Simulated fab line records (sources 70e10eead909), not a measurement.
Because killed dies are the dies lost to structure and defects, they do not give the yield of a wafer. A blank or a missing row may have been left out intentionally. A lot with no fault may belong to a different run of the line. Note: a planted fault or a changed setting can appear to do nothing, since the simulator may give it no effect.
fab line records	flow nandHarc
record lots=14	wafers=42	lastDay=24
route steps=1159 shown A_STAIRCASE@582
lots untouched by any fault: they come from a run of this same line in which no faults occurred
startH: the number of hours between the record's first day and the start of the first shown wafer of the lot	waitH: hours from the lot's prior step to this one	" as in the row above	L1.1+2: a row that stands for several wafers	- no value present, or no start provided	* or withheld: withheld	< > ~ a bound
route shown NAME@n: NAME is a module with steps in the file, n the number in the route of the first one	usual: mean/standard deviation taken from wafers without a fault	same: alike in all rows	chamber/n: place in a boat	sites: the reading at each site	_std_site: their standard deviation	_edge_site: inner sites' mean taken away from outer sites' mean	radiusMm: how far each site lies from the wafer's centre	mask NAME#n: copy n	behind: the most recent tool/chamber to have shaped the wafer	hold: why the lot was held/for how many hours/how that ended	device: which transistor (n, p or np) failed to switch	end of line: the same wafers' tests at the end of the route	where a step has no rows: the recipe by itself	killed: dies that structure and defects cost at the first sort, which is not the same as the wafer's yield	map: dies across one wafer; x = killed, . = not, _ = none there
set.NAME: the setting as run; set.NAME@STEP: as run at that earlier step	model.NAME: the simulator's own value behind a step, which no gauge read
the route's steps for a sample of lots (tables are steps, rows are wafers)
services: when a tool's chamber went out of use (startH, in hours from the record's first day, below 0 if earlier), for how many hours, and the reason
## steps
# step NHARC_A_STAIRCASE_ETCH_188
# recipe targetDepthA=1000	timeS=40.5	ionEnergyEv=400	c4f8FlowSccm=20	o2FlowSccm=10	arFlowSccm=withheld	rfW=600	biasW=1000	chemistry=C4F8/O2
# usual oesProductAu=0.936/0.014	rfVppV=894/5.9	runLengthS=61.8/0.54
# same timeS=40.5
lot.wafer	tool	chamber	startH	waitH	oesProductAu	rfHoursCounterH	rfVppV	runLengthS
L726.1	rieDiel-03	1	-	-	0.948	9	888	61.8
L726.3	"	2	"	"	0.952	9	889	62.2
L726.4	"	0	"	"	0.963	10	894	62.0
L727.1	rieDiel-01	2	-	-	0.921	39	892	61.7
L727.2	"	0	"	"	0.907	39	900	61.2
L727.6	"	2	"	"	0.934	-	891	61.6
L729.4	rieDiel-01	3	-	-	0.949	43	887	61.3
L729.3	"	0	"	"	0.949	40	899	60.9
L729.1	"	2	"	"	0.936	40	889	61.7
L725.1	rieDiel-13	0	-	-	0.928	55	890	61.3
L725.2	"	3	"	"	0.895	55	888	61.9
L725.5	"	0	"	"	0.925	-	889	61.0
L728.2	rieDiel-13	0	-	-	0.937	57	890	60.9
L728.4	"	2	"	"	0.938	57	899	62.0
L728.3	"	3	"	"	0.919	57	886	61.7
L730.3	rieDiel-01	3	-	-	0.932	49	887	61.6
L730.1	"	0	"	"	0.923	48	901	61.2
L730.4	"	1	"	"	0.960	45	893	62.1
L734.1	rieDiel-13	0	-	-	0.952	1	890	61.3
L734.2	"	2	"	"	0.918	1	901	62.3
L734.6	"	1	"	"	0.935	-	900	62.6
L732.1	rieDiel-13	3	-	-	0.937	2	903	61.7
L732.2	"	1	"	"	0.949	3	900	62.0
L732.6	"	2	"	"	0.944	-	899	62.0
L736.2	rieDiel-03	2	-	-	0.941	29	885	62.2
L736.1	"	3	"	"	0.935	32	894	62.3
L736.3	"	0	"	"	0.938	30	895	61.9
L739.1	rieDiel-03	2	-	-	0.930	44	887	62.8
L739.2	"	3	"	"	0.925	44	893	62.5
L739.5	"	3	"	"	0.935	-	894	62.1
L742.3	rieDiel-13	2	-	-	0.916	23	899	62.5
L742.1	"	3	"	"	0.920	23	906	61.7
L742.4	"	0	"	"	0.956	24	888	60.9
L745.2	rieDiel-03	0	-	-	0.944	50	894	61.4
L745.1	"	2	"	"	0.948	51	888	62.6
L745.6	"	0	"	"	0.942	-	894	61.4
L746.4	rieDiel-01	1	-	-	0.966	16	892	61.8
L746.1	"	2	"	"	0.943	15	891	61.8
L746.6	"	1	"	"	0.970	-	892	62.2
L747.3	rieDiel-01	2	-	-	0.923	16	888	61.7
L747.2	"	3	"	"	0.943	16	887	61.2
L747.6	"	1	"	"	0.954	-	892	61.8
# step NHARC_A_STAIRCASE_ETCH_190
# recipe targetDepthA=1000	timeS=40.5	ionEnergyEv=400	c4f8FlowSccm=20	o2FlowSccm=10	arFlowSccm=withheld	rfW=600	biasW=1000	chemistry=C4F8/O2
# usual oesProductAu=0.939/0.014	rfVppV=894/5.8	runLengthS=61.8/0.55
lot.wafer	tool	chamber	startH	waitH	oesProductAu	rfHoursCounterH	rfVppV	runLengthS
L726.4	rieDiel-03	1	252.17	-	0.947	9	887	61.8
L726.1	"	2	"	"	0.958	9	887	62.4
L726.3	"	3	"	"	0.956	10	895	62.5
L727.1	rieDiel-01	0	253.15	-	0.912	39	900	61.1
L727.2	"	2	"	"	0.928	39	891	62.1
L727.6	"	0	"	"	0.935	-	901	61.1
L729.4	rieDiel-01	3	256.26	-	0.957	43	889	61.3
L729.1	"	0	"	"	0.934	40	900	61.5
L729.3	"	2	"	"	0.927	40	891	62.2
L725.1	rieDiel-13	0	257.01	-	0.946	55	891	60.8
L725.2	"	2	"	"	0.938	54	901	62.4
L725.5	"	3	"	"	0.915	-	887	62.0
L728.2	rieDiel-13	2	261.47	-	0.927	57	899	62.1
L728.3	"	0	"	"	0.928	57	890	61.2
L728.4	"	1	"	"	0.932	55	900	62.1
L730.4	rieDiel-01	1	265.68	-	0.933	45	891	61.9
L730.3	"	2	"	"	0.951	46	890	61.7
L730.1	"	3	"	"	0.946	49	887	61.1
L734.1	rieDiel-13	0	288.26	-	0.968	1	890	60.9
L734.2	"	1	"	"	0.946	1	898	62.2
L734.6	"	1	"	"	0.948	-	900	62.3
L732.2	rieDiel-13	0	292.28	-	0.967	2	888	60.7
L732.1	"	2	"	"	0.941	3	900	62.0
L732.6	"	0	"	"	0.972	-	889	61.2
L736.2	rieDiel-03	1	313.50	-	0.936	29	887	61.8
L736.3	"	2	"	"	0.930	31	887	62.3
L736.1	"	3	"	"	0.936	33	895	62.3
L739.1	rieDiel-03	2	334.61	-	0.972	44	887	62.4
L739.2	"	0	"	"	0.958	41	895	61.8
L739.5	"	3	"	"	0.964	-	895	74.5
L742.3	rieDiel-13	1	343.59	-	0.936	24	899	62.4
L742.1	"	2	"	"	0.944	23	899	62.2
L742.4	"	0	"	"	0.956	25	889	60.9
L745.2	rieDiel-03	0	355.08	-	0.940	50	893	61.3
L745.1	"	3	"	"	0.953	52	894	62.2
L745.6	"	0	"	"	0.945	-	896	73.5
L746.1	rieDiel-01	3	367.01	-	0.950	15	887	61.1
L746.4	"	0	"	"	0.934	14	898	61.4
L746.6	"	2	"	"	0.939	-	891	61.7
L747.3	rieDiel-01	2	371.63	-	0.935	16	890	61.8
L747.2	"	1	"	"	0.962	17	893	62.3
L747.6	"	3	"	"	0.936	-	886	61.2
# step NHARC_A_STAIRCASE_TRIM_191
# recipe timeS=211.2	o2FlowSccm=500	arFlowSccm=0	biasW=0	chemistry=O2
# usual drypumpMotorCurrentA=5.9/0.45	oesProductAu=0.998/0.011	rfVppV=57.5/0.91	showerheadPlenumPTorr=3.49/0.16	throttleValvePct=17.038/0.0098
# same timeS=211.2
lot.wafer	tool	chamber	startH	waitH	drypumpMotorCurrentA	oesProductAu	rfHoursCounterH	rfVppV	showerheadPlenumPTorr	throttleValvePct
L726.3	rieDiel-03	0	-	-	5.8	0.994	10	57.6	3.51	17.034
L726.4	"	1	"	"	6.1	0.998	9	57.9	3.28	17.043
L726.1	"	2	"	"	6.3	1.018	9	56.7	3.30	17.037
L727.1	rieDiel-01	2	-	-	6.2	0.992	39	59.1	3.39	17.029
L727.2	"	0	"	"	6.0	0.985	39	57.5	3.63	17.037
L727.6	"	2	"	"	6.2	0.991	-	57.9	3.39	17.032
L729.4	rieDiel-01	0	-	-	6.1	0.972	40	58.8	3.63	17.049
L729.3	"	1	"	"	5.9	1.003	38	56.9	3.43	17.042
L729.1	"	2	"	"	6.2	0.994	40	58.1	3.39	17.026
L725.1	rieDiel-13	1	-	-	6.3	1.008	53	59.4	3.65	17.031
L725.2	"	2	"	"	6.0	0.993	54	57.2	3.63	17.029
L725.5	"	0	"	"	5.0	0.998	-	56.4	3.36	17.046
L728.4	rieDiel-13	0	-	-	5.0	1.011	57	58.3	3.35	17.045
L728.3	"	1	"	"	6.3	1.002	56	58.2	3.65	17.045
L728.2	"	2	"	"	6.1	1.005	57	57.3	3.63	17.020
L730.4	rieDiel-01	1	-	-	5.9	0.987	45	56.4	3.43	17.049
L730.3	"	2	"	"	6.2	1.000	46	57.0	3.39	17.047
L730.1	"	0	"	"	6.1	0.992	48	56.8	3.62	17.055
L734.1	rieDiel-13	3	-	-	6.4	0.984	1	58.2	3.81	17.039
L734.2	"	2	"	"	6.1	0.986	1	56.4	3.62	17.015
L734.6	"	3	"	"	6.4	0.986	-	57.7	3.81	17.040
L732.2	rieDiel-13	2	-	-	6.1	0.993	3	57.5	3.62	17.024
L732.1	"	1	"	"	6.2	1.000	3	58.5	3.64	17.050
L732.6	"	3	"	"	6.4	0.979	-	57.6	3.81	17.037
L736.1	rieDiel-03	2	-	-	6.3	1.013	33	56.2	3.29	17.036
L736.2	"	3	"	"	6.2	0.998	34	57.8	3.50	17.043
L736.3	"	0	"	"	5.8	0.998	32	57.6	3.50	17.043
L739.2	rieDiel-03	3	-	-	6.2	1.003	44	56.3	3.49	17.049
L739.1	"	2	"	"	6.3	1.003	44	57.0	3.29	17.046
L739.5	"	0	"	"	5.8	1.015	-	56.9	3.49	17.050
L742.1	rieDiel-13	2	-	-	6.1	1.000	23	58.2	3.61	17.037
L742.3	"	3	"	"	6.4	0.985	24	57.5	3.79	17.024
L742.4	"	0	"	"	5.0	1.022	25	56.7	3.34	17.037
L745.1	rieDiel-03	2	-	-	6.3	1.003	51	57.5	3.28	17.034
L745.2	"	3	"	"	6.2	0.998	52	56.2	3.49	17.033
L745.6	"	0	"	"	5.8	1.005	-	57.3	3.49	17.035
L746.4	rieDiel-01	1	-	-	5.8	1.002	16	55.6	3.41	17.052
L746.1	"	2	"	"	6.2	0.977	15	57.7	3.37	17.031
L746.6	"	1	"	"	5.8	0.999	-	58.3	3.41	17.054
L747.3	rieDiel-01	2	-	-	6.2	0.995	16	58.7	3.37	17.035
L747.2	"	3	"	"	5.2	1.005	16	57.0	3.29	17.033
L747.6	"	0	"	"	6.1	0.995	-	57.0	3.60	17.047
# step NHARC_A_STAIRCASE_TRIM_196
# recipe timeS=211.2	o2FlowSccm=500	arFlowSccm=0	biasW=0	chemistry=O2
# usual drypumpMotorCurrentA=5.9/0.44	oesProductAu=1.000/0.011	rfVppV=57.6/0.96	showerheadPlenumPTorr=3.48/0.16	throttleValvePct=17.035/0.0092
# same timeS=211.2
lot.wafer	tool	chamber	startH	waitH	drypumpMotorCurrentA	oesProductAu	rfHoursCounterH	rfVppV	showerheadPlenumPTorr	throttleValvePct
L726.4	rieDiel-03	3	252.80	0.1	6.2	1.000	11	58.6	3.51	17.034
L726.1	"	0	"	"	5.8	1.007	10	57.9	3.51	17.020
L726.3	"	2	"	"	6.3	1.006	10	55.8	3.30	17.021
L727.1	rieDiel-01	2	253.83	0.1	6.2	1.001	40	56.7	3.39	17.011
L727.2	"	0	"	"	6.1	0.979	39	57.9	3.63	17.034
L727.6	"	1	"	"	5.9	0.991	-	57.8	3.43	17.035
L729.4	rieDiel-03	0	257.02	0.1	5.8	1.009	11	57.3	3.51	17.037
L729.3	"	1	"	"	6.1	1.006	11	58.3	3.28	17.052
L729.1	"	2	"	"	6.3	1.010	12	57.1	3.30	17.027
L725.2	rieDiel-13	0	257.80	0.2	5.0	1.009	55	56.1	3.36	17.023
L725.1	"	2	"	"	6.1	0.988	55	57.7	3.63	17.037
L725.5	"	0	"	"	4.9	1.006	-	57.6	3.35	17.036
L728.2	rieDiel-01	3	262.26	0.1	5.3	1.009	48	57.7	3.30	17.025
L728.4	"	0	"	"	6.1	0.985	46	59.2	3.62	17.039
L728.3	"	1	"	"	5.8	0.996	44	58.5	3.43	17.065
L730.3	rieDiel-01	2	266.37	0.1	6.2	0.999	46	56.9	3.39	17.027
L730.4	"	3	"	"	5.2	1.002	50	58.2	3.30	17.031
L730.1	"	0	"	"	6.1	0.975	48	57.7	3.62	17.028
L734.2	rieDiel-13	1	289.14	0.1	6.3	1.003	2	58.1	3.64	17.046
L734.1	"	3	"	"	6.4	0.987	2	59.1	3.81	17.033
L734.6	"	1	"	"	6.3	0.991	-	57.9	3.64	17.027
L732.2	rieDiel-03	2	292.91	0.1	6.3	1.004	25	57.1	3.30	17.032
L732.1	"	1	"	"	6.1	1.008	23	58.7	3.28	17.027
L732.6	"	3	"	"	6.2	0.996	-	58.7	3.50	17.033
L736.3	rieDiel-13	3	315.61	0.1	6.4	0.978	10	59.2	3.80	17.035
L736.2	"	0	"	"	5.0	1.024	11	57.2	3.34	17.035
L736.1	"	2	"	"	6.1	0.992	10	57.9	3.62	17.030
L739.1	rieDiel-13	2	337.19	0.1	6.1	0.978	19	57.8	3.61	17.047
L739.2	"	1	"	"	6.2	0.999	20	57.5	3.63	17.040
L739.5	"	3	"	"	6.4	0.986	-	58.2	3.80	17.035
L742.4	rieDiel-01	3	344.30	0.1	5.3	0.995	7	56.9	3.29	17.029
L742.3	"	1	"	"	5.9	0.997	7	56.9	3.41	17.019
L742.1	"	2	"	"	6.2	0.995	7	56.4	3.37	17.034
L745.2	rieDiel-03	0	355.80	0.1	5.8	0.998	50	57.8	3.49	17.023
L745.1	"	2	"	"	6.3	1.002	52	56.4	3.28	17.032
L745.6	"	3	"	"	6.2	1.008	-	57.8	3.49	17.035
L746.1	rieDiel-13	1	367.74	0.1	6.2	1.002	32	57.6	3.63	17.032
L746.4	"	3	"	"	6.4	0.989	34	56.7	3.79	17.038
L746.6	"	2	"	"	6.1	0.992	-	58.5	3.61	17.044
L747.2	rieDiel-01	0	372.29	0.1	6.1	0.993	16	56.9	3.60	17.046
L747.3	"	2	"	"	6.2	0.996	17	56.5	3.37	17.053
L747.6	"	0	"	"	6.1	0.978	-	58.8	3.60	17.043
## services
tool	chamber	startH	hours	kind
rieDiel-13	0	230.16	-	clean
rieDiel-13	1	230.16	-	clean
rieDiel-13	2	230.16	-	clean
rieDiel-13	3	230.16	-	clean
rieDiel-01	0	244.88	-	clean
rieDiel-01	1	244.88	-	clean
rieDiel-01	2	244.88	-	clean
rieDiel-01	3	244.88	-	clean
rieDiel-13	0	254.66	-	clean
rieDiel-13	1	254.66	-	clean
rieDiel-13	2	254.66	-	clean
rieDiel-13	3	254.66	-	clean
rieDiel-13	-	264.36	2.3	repair
rieDiel-01	0	269.44	-	clean
rieDiel-01	1	269.44	-	clean
rieDiel-01	2	269.44	-	clean
rieDiel-01	3	269.44	-	clean
rieDiel-13	-	276.05	9.0	pm
rieDiel-13	0	276.05	9.0	ventCycle
rieDiel-13	1	276.05	9.0	ventCycle
rieDiel-13	2	276.05	9.0	ventCycle
rieDiel-01	-	314.85	9.0	pm
rieDiel-01	0	337.73	3.3	repair
rieDiel-03	2	343.78	5.5	repair
## key
firstSign step=NHARC_A_STAIRCASE_ETCH_190	reading=runLengthS	direction=up	sigmas=22	usual=*	struck=*
effect none on later readings
metAt NHARC_A_STAIRCASE_ETCH_190
struckLots L739,L745
struckWafers L739.5,L745.6
laterRowsLeftOut L739.5,L745.6
sortLeftOut L739.5,L745.6
testerLeftOut L739,L745
notActingAt NHARC_A_STAIRCASE_ETCH_188,NHARC_A_STAIRCASE_TRIM_191,NHARC_A_STAIRCASE_TRIM_196
onsetBetween 313.50 334.61
fault kind=processParameterDrift	tool=rieDiel-03	chamber=-	onsetH=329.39	steps=NHARC_A_STAIRCASE_ETCH_190	channel=timeS	offset=*	shape=step	endH=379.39	scope=struckWafersOnly	actsIn=*	stated=*
# testerLeftOut: of these lots the tester's yield and bins aren't shown, on N5 and GAA mostly nor the transistor test; their killed dies are dies lost to structure and defects alone, not to doping, threshold or leakage, so they don't give the yield
# sortLeftOut: the simulated sort isn't trusted on such a fault, so these wafers' sort isn't shown, and their yield isn't known
# laterRowsLeftOut: the simulator's readings of these wafers behind a module that went badly wrong aren't trusted and aren't shown, but for the sort
